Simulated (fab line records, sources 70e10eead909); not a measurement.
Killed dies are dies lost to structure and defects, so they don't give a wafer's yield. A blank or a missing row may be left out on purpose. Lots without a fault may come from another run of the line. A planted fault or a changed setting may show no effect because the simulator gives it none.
Which tool did it? | flow nand_harc | 22 lots, 66 wafers sampled, at 6 steps of a route of 1302

WHAT THE GAUGES READ, wafer by wafer
The record holds no reading of a measuring or inspecting step that can be judged against a usual standard deviation.

WHICH TOOL RAN EACH LOT (tool, then ch and the chambers of the sampled wafers, then the start)
lot  | NHARC_A_STAIRCASE_TRIM_189                    | NHARC_A_STAIRCASE_ETCH_194                    | NHARC_A_STAIRCASE_TRIM_196         | NHARC_A_STAIRCASE_TRIM_198                    | NHARC_A_STAIRCASE_STRIP_205          | NHARC_A_STAIRCASE_STRIP_238
L075 | rie_diel-10 ch 1,2,3, day 16 07:08 or earlier | rie_diel-10 ch 0,1, day 16 07:08 or earlier   | rie_diel-09 ch 2,3, day 16 07:08   | rie_diel-09 ch 0,1,2, day 16 08:12 or earlier | plasma_asher-02 ch 0,1, day 16 08:12 | plasma_asher-02 ch 0,1, day 16 12:20
L074 | rie_diel-03 ch 0,2,3, day 16 07:18 or earlier | rie_diel-03 ch 0,1,3, day 16 07:18 or earlier | rie_diel-10 ch 1,3, day 16 07:18   | rie_diel-10 ch 0,2, day 16 08:22 or earlier   | plasma_asher-01 ch 0,1, day 16 08:22 | plasma_asher-01 ch 0,1, day 16 12:24
L077 | rie_diel-03 ch 0,2,3, day 17 03:32 or earlier | rie_diel-03 ch 0,2,3, day 17 03:32 or earlier | rie_diel-03 ch 0,1,3, day 17 03:32 | rie_diel-03 ch 0,2,3, day 17 04:47 or earlier | plasma_asher-01 ch 0,1, day 17 04:47 | plasma_asher-01 ch 0,1, day 17 08:36
L078 | rie_diel-09 ch 0,2, day 17 03:46 or earlier   | rie_diel-09 ch 2,3, day 17 03:46 or earlier   | rie_diel-03 ch 1,2,3, day 17 03:46 | rie_diel-03 ch 0,3, day 17 04:58 or earlier   | plasma_asher-02 ch 0,1, day 17 04:58 | plasma_asher-02 ch 0,1, day 17 09:01
L079 | rie_diel-10 ch 0,3, day 18 11:02 or earlier   | rie_diel-10 ch 0,1,3, day 18 11:02 or earlier | rie_diel-10 ch 0,1,3, day 18 11:02 | rie_diel-10 ch 2,3, day 18 12:05 or earlier   | plasma_asher-02 ch 0,1, day 18 12:05 | plasma_asher-01 ch 0,1, day 18 16:38
L080 | rie_diel-09 ch 0,1,2, day 18 18:14 or earlier | rie_diel-09 ch 0,1,2, day 18 18:14 or earlier | rie_diel-09 ch 0,1,2, day 18 18:14 | rie_diel-09 ch 1,2,3, day 18 19:20 or earlier | plasma_asher-01 ch 0,1, day 18 19:20 | plasma_asher-01 ch 0,1, day 18 23:12
L081 | rie_diel-09 ch 1,2, day 18 18:49 or earlier   | rie_diel-09 ch 1,2, day 18 18:49 or earlier   | rie_diel-03 ch 1,2, day 18 18:49   | rie_diel-03 ch 0,1, day 18 19:55 or earlier   | plasma_asher-01 ch 1, day 18 19:55   | plasma_asher-01 ch 0, day 18 23:36
L082 | rie_diel-10 ch 1,2,3, day 19 11:46 or earlier | rie_diel-10 ch 0,1,2, day 19 11:46 or earlier | rie_diel-03 ch 0,1,2, day 19 11:46 | rie_diel-03 ch 0,1, day 19 12:53 or earlier   | plasma_asher-02 ch 0,1, day 19 12:53 | plasma_asher-02 ch 0,1, day 19 20:35
L084 | rie_diel-03 ch 0,2, day 20 04:11 or earlier   | rie_diel-10 ch 1,2,3, day 20 04:11 or earlier | rie_diel-09 ch 0,3, day 20 04:11   | rie_diel-09 ch 0,2, day 20 05:16 or earlier   | plasma_asher-01 ch 0,1, day 20 05:16 | plasma_asher-02 ch 0,1, day 20 09:08
L086 | rie_diel-09 ch 0,2,3, day 20 20:43 or earlier | rie_diel-09 ch 0,1,3, day 20 20:43 or earlier | rie_diel-09 ch 0,1, day 20 20:43   | rie_diel-09 ch 2,3, day 20 21:55 or earlier   | plasma_asher-02 ch 0,1, day 20 21:55 | plasma_asher-01 ch 0,1, day 21 01:28
L087 | rie_diel-10 ch 0,2,3, day 20 21:11 or earlier | rie_diel-10 ch 0,1,3, day 20 21:11 or earlier | rie_diel-09 ch 1,2, day 20 21:11   | rie_diel-09 ch 0,1,3, day 20 22:19 or earlier | plasma_asher-01 ch 0,1, day 20 22:19 | plasma_asher-01 ch 0,1, day 21 02:04
L085 | rie_diel-10 ch 0,1, day 20 21:47 or earlier   | rie_diel-10 ch 1,2,3, day 20 21:47 or earlier | rie_diel-10 ch 0,1,2, day 20 21:47 | rie_diel-10 ch 1,2, day 20 22:52 or earlier   | plasma_asher-02 ch 0,1, day 20 22:52 | plasma_asher-02 ch 0,1, day 21 03:08
L088 | rie_diel-09 ch 2,3, day 21 17:47 or earlier   | rie_diel-09 ch 1,2, day 21 17:47 or earlier   | rie_diel-03 ch 2,3, day 21 17:47   | rie_diel-03 ch 0,1,2, day 21 18:58 or earlier | plasma_asher-01 ch 0,1, day 21 18:58 | plasma_asher-01 ch 0,1, day 21 22:31
L089 | rie_diel-03 ch 0,3, day 22 08:56 or earlier   | rie_diel-03 ch 0,3, day 22 08:56 or earlier   | rie_diel-03 ch 0,2,3, day 22 08:56 | rie_diel-03 ch 0,3, day 22 09:59 or earlier   | plasma_asher-01 ch 0,1, day 22 09:59 | plasma_asher-02 ch 0,1, day 22 13:36
L090 | rie_diel-09 ch 0,2,3, day 23 03:04 or earlier | rie_diel-09 ch 2,3, day 23 03:04 or earlier   | rie_diel-03 ch 0,1,3, day 23 03:04 | rie_diel-03 ch 0,1,3, day 23 04:13 or earlier | plasma_asher-01 ch 0,1, day 23 04:13 | plasma_asher-01 ch 0,1, day 23 08:00
L092 | rie_diel-03 ch 1,2, day 23 10:18 or earlier   | rie_diel-03 ch 0,1,2, day 23 10:18 or earlier | rie_diel-03 ch 1,2,3, day 23 10:18 | rie_diel-03 ch 0,3, day 23 11:25 or earlier   | plasma_asher-02 ch 1, day 23 11:25   | plasma_asher-02 ch 0,1, day 23 15:17
L091 | rie_diel-09 ch 1,2,3, day 23 10:59 or earlier | rie_diel-09 ch 1,2,3, day 23 10:59 or earlier | rie_diel-09 ch 1,2,3, day 23 10:59 | rie_diel-09 ch 1,2,3, day 23 12:13 or earlier | plasma_asher-02 ch 0,1, day 23 12:13 | plasma_asher-02 ch 0,1, day 23 16:04
L093 | rie_diel-03 ch 0,2,3, day 23 21:37 or earlier | rie_diel-03 ch 0,2,3, day 23 21:37 or earlier | rie_diel-10 ch 1,2,3, day 23 21:37 | rie_diel-10 ch 0,1,2, day 24 07:07 or earlier | plasma_asher-02 ch 0,1, day 24 07:07 | plasma_asher-01 ch 0,1, day 24 10:51
L094 | rie_diel-03 ch 1,3, day 24 09:02 or earlier   | rie_diel-03 ch 0,3, day 24 09:02 or earlier   | rie_diel-03 ch 0,1,2, day 24 09:02 | rie_diel-03 ch 0,3, day 24 10:06 or earlier   | plasma_asher-02 ch 0,1, day 24 10:06 | plasma_asher-01 ch 0,1, day 24 15:11
L095 | rie_diel-03 ch 0,1, day 24 21:42 or earlier   | rie_diel-03 ch 1,3, day 24 21:42 or earlier   | rie_diel-03 ch 0,2,3, day 24 21:42 | rie_diel-03 ch 2,3, day 24 22:50 or earlier   | plasma_asher-02 ch 0,1, day 24 22:50 | plasma_asher-02 ch 0,1, day 25 02:37
L096 | rie_diel-03 ch 0,3, day 25 10:13 or earlier   | rie_diel-03 ch 0,1,3, day 25 10:13 or earlier | rie_diel-09 ch 0,2,3, day 25 10:13 | rie_diel-09 ch 0,2, day 25 11:31 or earlier   | plasma_asher-02 ch 0,1, day 25 11:31 | plasma_asher-01 ch 0,1, day 25 15:24
L097 | rie_diel-03 ch 1,2,3, day 25 10:28 or earlier | rie_diel-03 ch 0,1,2, day 25 10:28 or earlier | rie_diel-03 ch 0,1,3, day 25 10:28 | rie_diel-03 ch 1,3, day 25 11:37 or earlier   | plasma_asher-01 ch 0,1, day 25 11:37 | plasma_asher-01 ch 0,1, day 25 16:30
- NHARC_A_STAIRCASE_TRIM_189: chemistry O2, time 211.2 s.
- NHARC_A_STAIRCASE_ETCH_194: etches the open film in C4F8/O2, target depth 100 nm, time 40.5 s.
- NHARC_A_STAIRCASE_TRIM_196: chemistry O2, time 211.2 s.
- NHARC_A_STAIRCASE_TRIM_198: chemistry O2, time 211.2 s.
- NHARC_A_STAIRCASE_STRIP_205: strips in O2.
- NHARC_A_STAIRCASE_STRIP_238: strips in O2.

WHAT THE TOOLS THEMSELVES READ (means of the sampled wafers that have a number; where no wafer has one, the mark that the record gives instead)
NHARC_A_STAIRCASE_TRIM_189. Usual: drypump_motor_current_A 5.6 A, standard deviation 0.42; o2_flow_sccm 500.1 sccm, standard deviation 1.5; oes_product_au 1.001 a.u., standard deviation 0.0096; rf_vpp_V 57.8 V, standard deviation 0.9; showerhead_plenum_p_Torr 3.53 Torr, standard deviation 0.13; throttle_valve_pct 17.034 %, standard deviation 0.0098.
lot  | tool        | drypump_motor_current_A (A) | o2_flow_sccm (sccm) | oes_product_au (a.u.) | rf_vpp_V (V) | showerhead_plenum_p_Torr (Torr) | throttle_valve_pct (%) | flag
L075 | rie_diel-10 | 5.7                         | 501.1               | 0.990                 | 57.2         | 3.60                            | 17.030                 |
L074 | rie_diel-03 | 5.8                         | 499.5               | 1.008                 | 58.0         | 3.56                            | 17.028                 |
L077 | rie_diel-03 | 5.7                         | 500.6               | 1.002                 | 57.8         | 3.56                            | 17.031                 |
L078 | rie_diel-09 | 5.2                         | 498.5               | 1.010                 | 57.0         | 3.45                            | 17.021                 |
L079 | rie_diel-10 | 5.0                         | 500.8               | 0.996                 | 58.1         | 3.52                            | 17.036                 |
L080 | rie_diel-09 | 5.5                         | 500.9               | 1.013                 | 57.6         | 3.52                            | 17.032                 |
L081 | rie_diel-09 | 5.5                         | 500.0               | 1.010                 | 57.5         | 3.50                            | 17.037                 |
L082 | rie_diel-10 | 5.7                         | 498.9               | 0.991                 | 57.3         | 3.59                            | 17.031                 |
L084 | rie_diel-03 | 5.5                         | 500.8               | 0.997                 | 58.6         | 3.55                            | 17.031                 |
L086 | rie_diel-09 | 5.3                         | 501.3               | 1.010                 | 56.5         | 3.49                            | 17.034                 |
L087 | rie_diel-10 | 5.4                         | 500.0               | 1.000                 | 57.4         | 3.59                            | 17.049                 |
L085 | rie_diel-10 | 6.1                         | 501.4               | 1.001                 | 57.1         | 3.53                            | 17.037                 |
L088 | rie_diel-09 | 5.5                         | 499.8               | 0.997                 | 56.4         | 3.53                            | 17.028                 |
L089 | rie_diel-03 | 5.9                         | 500.2               | 1.009                 | 57.3         | 3.43                            | 17.038                 |
L090 | rie_diel-09 | 5.4                         | 500.7               | 1.003                 | 57.7         | 3.49                            | 17.022                 |
L092 | rie_diel-03 | 5.5                         | 497.8               | 1.000                 | 57.1         | 3.55                            | 17.032                 |
L091 | rie_diel-09 | 5.6                         | 500.3               | 0.994                 | 57.6         | 3.55                            | 17.034                 |
L093 | rie_diel-03 | 5.8                         | 500.6               | 1.002                 | 57.8         | 3.53                            | 17.037                 |
L094 | rie_diel-03 | 5.8                         | 498.2               | 0.999                 | 58.2         | 3.54                            | 17.032                 |
L095 | rie_diel-03 | 5.9                         | 501.1               | 1.007                 | 57.5         | 3.32                            | 17.029                 |
L096 | rie_diel-03 | 5.9                         | 500.6               | 1.006                 | 58.1         | 3.53                            | 17.022                 |
L097 | rie_diel-03 | 5.7                         | 500.6               | 1.006                 | 58.5         | 3.55                            | 17.035                 |

NHARC_A_STAIRCASE_ETCH_194. Usual: oes_product_au 0.943 a.u., standard deviation 0.011; rf_fwd_power_W 593.3 W, standard deviation 2.9; rf_vpp_V 896 V, standard deviation 4.9.
lot  | tool        | oes_product_au (a.u.) | rf_fwd_power_W (W) | rf_vpp_V (V) | flag
L075 | rie_diel-10 | 0.953                 | 595.9              | 897          |
L074 | rie_diel-03 | 0.932                 | 591.5              | 894          |
L077 | rie_diel-03 | 0.953                 | 592.6              | 897          |
L078 | rie_diel-09 | 0.945                 | 591.9              | 897          |
L079 | rie_diel-10 | 0.943                 | 595.3              | 897          |
L080 | rie_diel-09 | 0.939                 | 594.0              | 896          |
L081 | rie_diel-09 | 0.950                 | 593.7              | 895          |
L082 | rie_diel-10 | 0.941                 | 594.9              | 899          |
L084 | rie_diel-10 | 0.948                 | 593.4              | 898          |
L086 | rie_diel-09 | 0.948                 | 592.8              | 897          |
L087 | rie_diel-10 | 0.940                 | 594.0              | 896          |
L085 | rie_diel-10 | 0.918                 | 593.3              | 898          |
L088 | rie_diel-09 | 0.940                 | 593.9              | 898          |
L089 | rie_diel-03 | 0.947                 | 594.6              | 892          |
L090 | rie_diel-09 | 0.938                 | 595.6              | 893          |
L092 | rie_diel-03 | 0.956                 | 592.0              | 893          |
L091 | rie_diel-09 | 0.936                 | 593.9              | 897          |
L093 | rie_diel-03 | 0.952                 | 595.4              | 896          |
L094 | rie_diel-03 | 0.939                 | 593.2              | 891          |
L095 | rie_diel-03 | 0.941                 | 588.1              | 893          |
L096 | rie_diel-03 | 0.941                 | 593.0              | 892          |
L097 | rie_diel-03 | 0.946                 | 591.0              | 893          |

NHARC_A_STAIRCASE_TRIM_196. Usual: drypump_motor_current_A 5.7 A, standard deviation 0.38; o2_flow_sccm 499.9 sccm, standard deviation 1.6; oes_product_au 1.001 a.u., standard deviation 0.0091; rf_vpp_V 57.8 V, standard deviation 0.87; showerhead_plenum_p_Torr 3.53 Torr, standard deviation 0.13; throttle_valve_pct 17.037 %, standard deviation 0.0085.
lot  | tool        | drypump_motor_current_A (A) | o2_flow_sccm (sccm) | oes_product_au (a.u.) | rf_vpp_V (V) | showerhead_plenum_p_Torr (Torr) | throttle_valve_pct (%) | flag
L075 | rie_diel-09 | 5.5                         | 500.2               | 0.997                 | 57.5         | 3.55                            | 17.044                 |
L074 | rie_diel-10 | 5.9                         | 499.6               | 0.997                 | 57.1         | 3.53                            | 17.038                 |
L077 | rie_diel-03 | 5.8                         | 500.2               | 0.998                 | 58.6         | 3.46                            | 17.035                 |
L078 | rie_diel-03 | 5.7                         | 499.5               | 0.999                 | 58.1         | 3.58                            | 17.042                 |
L079 | rie_diel-10 | 5.5                         | 499.0               | 1.002                 | 57.4         | 3.53                            | 17.036                 |
L080 | rie_diel-09 | 5.5                         | 500.7               | 1.003                 | 58.4         | 3.52                            | 17.031                 |
L081 | rie_diel-03 | 5.5                         | 500.3               | 0.998                 | 58.1         | 3.57                            | 17.031                 |
L082 | rie_diel-03 | 5.7                         | 498.3               | 0.994                 | 57.3         | 3.46                            | 17.040                 |
L084 | rie_diel-09 | 5.5                         | 499.8               | 1.007                 | 57.3         | 3.56                            | 17.038                 |
L086 | rie_diel-09 | 5.5                         | 499.7               | 1.014                 | 57.4         | 3.52                            | 17.035                 |
L087 | rie_diel-09 | 5.7                         | 501.8               | 1.003                 | 57.9         | 3.57                            | 17.032                 |
L085 | rie_diel-10 | 6.0                         | 501.5               | 0.989                 | 57.8         | 3.60                            | 17.042                 |
L088 | rie_diel-03 | 5.7                         | 499.1               | 0.999                 | 58.2         | 3.65                            | 17.031                 |
L089 | rie_diel-03 | 5.8                         | 500.0               | 1.008                 | 57.5         | 3.54                            | 17.045                 |
L090 | rie_diel-03 | 5.9                         | 499.1               | 1.004                 | 56.8         | 3.44                            | 17.037                 |
L092 | rie_diel-03 | 5.7                         | 501.4               | 0.999                 | 58.2         | 3.55                            | 17.026                 |
L091 | rie_diel-09 | 5.6                         | 498.4               | 0.994                 | 58.2         | 3.55                            | 17.037                 |
L093 | rie_diel-10 | 5.7                         | 500.1               | 1.000                 | 57.3         | 3.57                            | 17.044                 |
L094 | rie_diel-03 | 5.7                         | 500.5               | 1.005                 | 58.0         | 3.44                            | 17.033                 |
L095 | rie_diel-03 | 5.7                         | 499.5               | 1.006                 | 57.7         | 3.53                            | 17.028                 |
L096 | rie_diel-09 | 5.3                         | 499.9               | 0.999                 | 57.8         | 3.48                            | 17.045                 |
L097 | rie_diel-03 | 5.8                         | 501.9               | 0.999                 | 57.6         | 3.43                            | 17.041                 |

NHARC_A_STAIRCASE_TRIM_198. Usual: drypump_motor_current_A 5.7 A, standard deviation 0.38; o2_flow_sccm 500.2 sccm, standard deviation 1.5; oes_product_au 1.003 a.u., standard deviation 0.0093; rf_vpp_V 57.8 V, standard deviation 0.89; showerhead_plenum_p_Torr 3.53 Torr, standard deviation 0.13; throttle_valve_pct 17.037 %, standard deviation 0.0091.
lot  | tool        | drypump_motor_current_A (A) | o2_flow_sccm (sccm) | oes_product_au (a.u.) | rf_vpp_V (V) | showerhead_plenum_p_Torr (Torr) | throttle_valve_pct (%) | flag
L075 | rie_diel-09 | 5.4                         | 501.1               | 1.007                 | 57.9         | 3.53                            | 17.032                 |
L074 | rie_diel-10 | 5.6                         | 499.3               | 1.001                 | 58.2         | 3.62                            | 17.039                 |
L077 | rie_diel-03 | 5.8                         | 501.1               | 1.002                 | 58.5         | 3.56                            | 17.037                 |
L078 | rie_diel-03 | 5.9                         | 498.5               | 1.011                 | 59.1         | 3.56                            | 17.039                 |
L079 | rie_diel-10 | 5.6                         | 499.7               | 0.995                 | 57.4         | 3.66                            | 17.035                 |
L080 | rie_diel-09 | 5.6                         | 500.6               | 1.011                 | 58.2         | 3.56                            | 17.040                 |
L081 | rie_diel-03 | 5.8                         | 499.8               | 1.008                 | 57.5         | 3.36                            | 17.034                 |
L082 | rie_diel-03 | 5.8                         | 499.9               | 1.002                 | 57.4         | 3.36                            | 17.036                 |
L084 | rie_diel-09 | 5.2                         | 499.8               | 1.007                 | 57.7         | 3.44                            | 17.034                 |
L086 | rie_diel-09 | 5.3                         | 499.9               | 1.010                 | 57.6         | 3.47                            | 17.034                 |
L087 | rie_diel-09 | 5.6                         | 500.2               | 1.005                 | 57.4         | 3.57                            | 17.041                 |
L085 | rie_diel-10 | 6.2                         | 500.6               | 0.998                 | 57.9         | 3.66                            | 17.032                 |
L088 | rie_diel-03 | 5.7                         | 500.1               | 1.002                 | 57.5         | 3.45                            | 17.039                 |
L089 | rie_diel-03 | 5.9                         | 499.4               | 1.011                 | 59.0         | 3.54                            | 17.045                 |
L090 | rie_diel-03 | 5.9                         | 498.1               | 1.003                 | 56.8         | 3.44                            | 17.041                 |
L092 | rie_diel-03 | 5.9                         | 501.4               | 1.004                 | 58.3         | 3.53                            | 17.041                 |
L091 | rie_diel-09 | 5.6                         | 500.8               | 0.994                 | 57.8         | 3.55                            | 17.030                 |
L093 | rie_diel-10 | 6.0                         | 501.7               | 1.006                 | 57.7         | 3.58                            | 17.032                 |
L094 | rie_diel-03 | 5.9                         | 500.6               | 0.998                 | 57.7         | 3.53                            | 17.043                 |
L095 | rie_diel-03 | 5.6                         | 501.4               | 0.994                 | 58.8         | 3.65                            | 17.041                 |
L096 | rie_diel-09 | 5.2                         | 499.7               | 1.004                 | 57.2         | 3.43                            | 17.030                 |
L097 | rie_diel-03 | 5.8                         | 502.2               | 1.000                 | 58.2         | 3.54                            | 17.038                 |

NHARC_A_STAIRCASE_STRIP_205. Usual: drypump_motor_current_A 5.4 A, standard deviation 0.45; heater_power_w 346 W, standard deviation 15.
lot  | tool            | drypump_motor_current_A (A) | heater_power_w (W) | flag
L075 | plasma_asher-02 | 5.7                         | 349                |
L074 | plasma_asher-01 | 5.0                         | 352                |
L077 | plasma_asher-01 | 4.9                         | 357                |
L078 | plasma_asher-02 | 5.8                         | 344                |
L079 | plasma_asher-02 | 5.8                         | 355                |
L080 | plasma_asher-01 | 5.0                         | 359                |
L081 | plasma_asher-01 | 5.2                         | 358                |
L082 | plasma_asher-02 | 5.8                         | 331                |
L084 | plasma_asher-01 | 4.9                         | 355                |
L086 | plasma_asher-02 | 5.8                         | 332                |
L087 | plasma_asher-01 | 4.9                         | 359                |
L085 | plasma_asher-02 | 5.8                         | 323                |
L088 | plasma_asher-01 | 4.9                         | 355                |
L089 | plasma_asher-01 | 5.0                         | 361                |
L090 | plasma_asher-01 | 4.9                         | 346                |
L092 | plasma_asher-02 | 5.8                         | 343                |
L091 | plasma_asher-02 | 5.7                         | 327                |
L093 | plasma_asher-02 | 5.8                         | 334                |
L094 | plasma_asher-02 | 5.8                         | 339                |
L095 | plasma_asher-02 | 5.7                         | 327                |
L096 | plasma_asher-02 | 5.7                         | 323                |
L097 | plasma_asher-01 | 4.9                         | 353                |

NHARC_A_STAIRCASE_STRIP_238. Usual: drypump_motor_current_A 5.3 A, standard deviation 0.45; heater_power_w 346 W, standard deviation 14.
lot  | tool            | drypump_motor_current_A (A) | heater_power_w (W) | flag
L075 | plasma_asher-02 | 5.7                         | 345                |
L074 | plasma_asher-01 | 4.9                         | 358                |
L077 | plasma_asher-01 | 5.0                         | 361                |
L078 | plasma_asher-02 | 5.8                         | 351                |
L079 | plasma_asher-01 | 4.9                         | 356                |
L080 | plasma_asher-01 | 5.0                         | 357                |
L081 | plasma_asher-01 | 4.7                         | 354                |
L082 | plasma_asher-02 | 5.7                         | 326                |
L084 | plasma_asher-02 | 5.8                         | 334                |
L086 | plasma_asher-01 | 5.0                         | 363                |
L087 | plasma_asher-01 | 5.0                         | 364                |
L085 | plasma_asher-02 | 5.7                         | 329                |
L088 | plasma_asher-01 | 4.9                         | 359                |
L089 | plasma_asher-02 | 5.8                         | 330                |
L090 | plasma_asher-01 | 5.0                         | 347                |
L092 | plasma_asher-02 | 5.8                         | 335                |
L091 | plasma_asher-02 | 5.8                         | 329                |
L093 | plasma_asher-01 | 5.0                         | 352                |
L094 | plasma_asher-01 | 5.0                         | 343                |
L095 | plasma_asher-02 | 5.8                         | 339                |
L096 | plasma_asher-01 | 5.0                         | 347                |
L097 | plasma_asher-01 | 5.0                         | 349                |

THE ANSWER, worked out from the rows above alone
Rule: a lot is off if the mean of its wafers that have a number lies more than 3 standard deviations from the usual mean. A lot without any number at a reading at which 4 lots or more have one is off too. The other lots that the step has rows for count as sound. The gauges are gone through in route order, then the tools' own readings, and for those a lot's mean is taken as printed above. The first step at which some lot is off is used, and at that step the reading that is off furthest; a lot without a number counts as furthest.
No lot is off at any reading shown: from this, nothing can be told.

WHAT THE SIMULATOR HAD PUT IN
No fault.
